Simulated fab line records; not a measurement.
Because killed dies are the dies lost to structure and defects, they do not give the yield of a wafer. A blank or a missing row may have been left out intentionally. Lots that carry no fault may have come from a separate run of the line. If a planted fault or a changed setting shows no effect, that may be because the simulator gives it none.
8D (eight disciplines) problem report, filled in by code || flow n5-finfet || the parts of the form that need people (team, actions taken, sign-off) are left out

## 1. WHAT IS WRONG
Mean of bias-w at N5_BEOL_M3_TRENCH_ETCH_37: 197.4 W across 2 wafers in 2 lots; on wafers with no fault it is 185.0 W (standard deviation 0.55). That puts it +23 standard deviations away from the usual mean.
The step: etches SiOC in C4F6/O2, target depth 55.555 nm, time 29.2 s.
Earliest sighting: wafer L412.2 on rie-diel-06 at day 10 05:26. The record holds 24 wafers of 8 lots with a number at this step. By rule, "out" or "out of limits" means more than 4 standard deviations away from the usual mean. All remaining wafers that have a number are taken as sound.

## 2. WHAT IT IS, WHAT IT ISN'T
{"question": "which readings at this step", "is": "bias-w, rf-vpp-V", "is not": "C4F6_flow_sccm, drypump-motor-current-A, oes-product-au, showerhead-plenum-p-Torr, throttle-valve-pct"}
{"question": "which lots", "is": "L412, L413", "is not": "L406, L415, L416, L420, L421, L422"}
{"question": "which wafers of those lots", "is": "L412.2, L413.5", "is not": "L412.1, L412.3, L413.1, L413.4"}
{"question": "read on which tools", "is": "rie-diel-06", "is not": "rie-diel-01, rie-diel-02"}
{"question": "when", "is": "from day 10 05:26", "is not": "up to then (5 sound wafers); but 17 sound wafers of L413, L415, L416, L420, L421, L422 came after"}

## 3. SUSPECTS, AND WHAT RULES EACH OUT
Counting: a tool at a process step up to the reading stays a suspect if it ran every lot that is out. Sound lots after the first of them don't rule it out here, since some wafers of a struck lot are sound.
- rie-diel-06 at N5_BEOL_M3_ETCHBACK_99 (etches SiO2 in CHF3, target depth 5 nm, time 10.4 s): kept. Ran every lot that is out, first one L412 (day 10 05:11); last sound lot up to then L406 (day 8 23:31).
- rie-diel-06 at N5_BEOL_M3_ETCH_70 (etches SOC in N2/H2, target depth 80 nm, overetch 16 nm, time 120 s): kept. Ran every lot that is out, first one L412 (day 10 05:14); last sound lot up to then L406 (day 8 23:32).
- rie-diel-06 at N5_BEOL_M3_STRIP_36 (strips in N2/H2): kept. Ran every lot that is out, first one L412 (day 10 05:23); last sound lot up to then L406 (day 8 23:42).
- rie-diel-06 at N5_BEOL_M3_TRENCH_ETCH_37 (etches SiOC in C4F6/O2, target depth 55.555 nm, time 29.2 s): kept. Ran every lot that is out, first one L412 (day 10 05:26); last sound lot up to then L406 (day 8 23:44). On those wafers its own readings are out: bias-w, rf-vpp-V.
- rie-diel-06, N5_BEOL_M3_ETCHBACK_99: wafers that are out in chamber 3, sound lot-mates in chambers 0, 2.
- rie-diel-06, N5_BEOL_M3_ETCH_70: wafers that are out in chamber 3, sound lot-mates in chambers 0, 2.
- rie-diel-06, N5_BEOL_M3_STRIP_36: wafers that are out in chamber 3, sound lot-mates in chambers 0, 2.
- rie-diel-06, N5_BEOL_M3_TRENCH_ETCH_37: wafers that are out in chamber 3, sound lot-mates in chambers 0, 2.
Left after counting: rie-diel-06 at N5_BEOL_M3_ETCHBACK_99, rie-diel-06 at N5_BEOL_M3_ETCH_70, rie-diel-06 at N5_BEOL_M3_STRIP_36, rie-diel-06 at N5_BEOL_M3_TRENCH_ETCH_37.

## 4. THE CAUSE (what the simulator had put in)
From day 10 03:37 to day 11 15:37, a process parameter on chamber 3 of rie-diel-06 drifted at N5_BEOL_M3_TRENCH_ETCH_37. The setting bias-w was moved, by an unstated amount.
After counting, 4 suspects remain, this tool included.

## 5. THE CHAIN OF EFFECTS, in route order
Rows list readings where the struck wafers' mean (over those with a number) sits beyond 3 standard deviations from the usual. Scope: only readings with a usual standard deviation given in the record; hours: median across lots of the time from each lot's start at the first step in this table that gives one to its start at this step; sigmas: change in usual standard deviations.
{"hours": 0, "step": "N5_BEOL_M3_TRENCH_ETCH_37", "reading": "bias-w", "usual": "185.0 W", "on struck wafers": 197.4, "change": "+12.4", "sigmas": "+23"}
{"hours": 0, "step": "N5_BEOL_M3_TRENCH_ETCH_37", "reading": "rf-vpp-V", "usual": "663 V", "on struck wafers": 696, "change": "+32", "sigmas": "+5.3"}
Here are the process steps it includes:
- N5_BEOL_M3_TRENCH_ETCH_37: etches SiOC in C4F6/O2, target depth 55.555 nm, time 29.2 s.
At these later measuring or inspecting steps, every struck wafer for which the step has a row has a number for every such reading, and none has moved that far: N5_BEOL_M4_RC_MEAS_101.

## 6. WHAT WOULD HAVE CAUGHT IT SOONER
First out-of-limits reading in this record: day 10 05:26, which is 2 hours after fault onset at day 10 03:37.
